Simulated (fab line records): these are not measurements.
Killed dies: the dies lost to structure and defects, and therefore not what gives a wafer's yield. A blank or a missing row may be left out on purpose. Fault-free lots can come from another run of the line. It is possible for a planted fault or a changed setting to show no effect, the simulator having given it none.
Struck lot and sound lot, side by side + flow nand_harc + 13 out of 1302 route steps
Sound: wafers L645.1, L645.2, L645.6. Struck: wafers L650.2, L650.3, L650.6. The cause is given at the end.
For every step that has rows: the tool of each side, followed by ch and its chambers, followed by its first start. Under that, the readings that differ: sound wafers + struck wafers + difference of the means + sigmas: that difference in standard deviations of wafers without a fault.
alike: words and numbers the same on both sides, and readings whose means are apart by under 2 such deviations; not compared: readings that were withheld, readings missing a value for some wafer, numbers with overlapping values and no deviation given by the record, and bounds like >300 which may hide the same value.
The two part at a step that has a row with sigmas, a row that says differs or no value, or rows on one side only. Numbers that have no deviation but don't overlap get no sigmas and don't part them. Lack of a reading on every wafer of one side parts them only where that side has two or more wafers.

NHARC_A_M1_DEGAS_29: time 60 s.
  sound: pvd_sputter-03 at day 27 04:17; struck: pvd_sputter-03 at day 28 11:38
  alike: heater_power_w
then, 4 steps without rows for these wafers: NHARC_A_M1_PRE_CLEAN_30 (time 30 s); NHARC_A_M1_PVD_20 (deposits TaN, target thk 5 nm, time 8.06 s); NHARC_A_M1_PVD_21 (deposits Cu, target thk 30 nm, time 20.49 s); NHARC_A_M1_ECD_22 (material Cu, target thk 400 nm).
NHARC_A_M1_ANNEAL_31: time 90 s.
  sound on rtp_anneal-01 ch 0, day 27 05:01; struck on rtp_anneal-02 ch 0, day 28 12:26
  alike: wafer_temp_C_max
NHARC_A_M1_CMP_23: polishes, t overpolish 20 s, target thk 154.34 nm.
  sound on cmp-02 ch 1,3, day 27 05:23; struck on cmp-02 ch 0,1,3, day 28 12:45
  alike: motor_current_A, time_to_endpoint_s
NHARC_A_M1_THK_MEAS_24: measures by xrf.
  sound: film_metro-01 at day 27 05:41; struck: film_metro-01 at day 28 13:02
  alike: thk_nm
next, for these wafers, 1 step has no rows: NHARC_A_M1_SRD_25.
NHARC_A_M1_INSPECT_27:
  sound: defect_inspect-01 at day 27 05:50; struck: defect_inspect-01 at day 28 13:11
  alike: raw_defect_count
NHARC_A_M1_PRE_CLEAN_32: time 12 s.
  sound on pecvd-01 ch 1,2, day 27 05:55; struck on pecvd-01 ch 0,1, day 28 13:16
  alike: heater_power_w
NHARC_A_M1_DEP_33: deposits SiCN, target thk 30 nm.
  sound on pecvd-01 ch 1,2, day 27 06:02; struck on pecvd-01 ch 0,1, day 28 13:23
  no value came back on the struck wafers for chamber_pressure_Torr (Torr), heater_power_outer_w (W), heater_power_w (W); on the sound wafers chamber_pressure_Torr (Torr) reads 3.004 2.995 3.004
NHARC_A_BONDPAD_DEP_00: deposits SiCN, target thk 250 nm.
  sound on pecvd-03 ch 0,2, day 27 06:35; struck on pecvd-02 ch 0,1,2, day 28 13:53
  alike: chamber_pressure_Torr, heater_power_outer_w, heater_power_w

WHERE THEY PART
NHARC_A_M1_DEP_33 only, going by this record. Later steps at which nothing parts them and some readings are alike: NHARC_A_BONDPAD_DEP_00.

WHY: the cause the simulator had injected
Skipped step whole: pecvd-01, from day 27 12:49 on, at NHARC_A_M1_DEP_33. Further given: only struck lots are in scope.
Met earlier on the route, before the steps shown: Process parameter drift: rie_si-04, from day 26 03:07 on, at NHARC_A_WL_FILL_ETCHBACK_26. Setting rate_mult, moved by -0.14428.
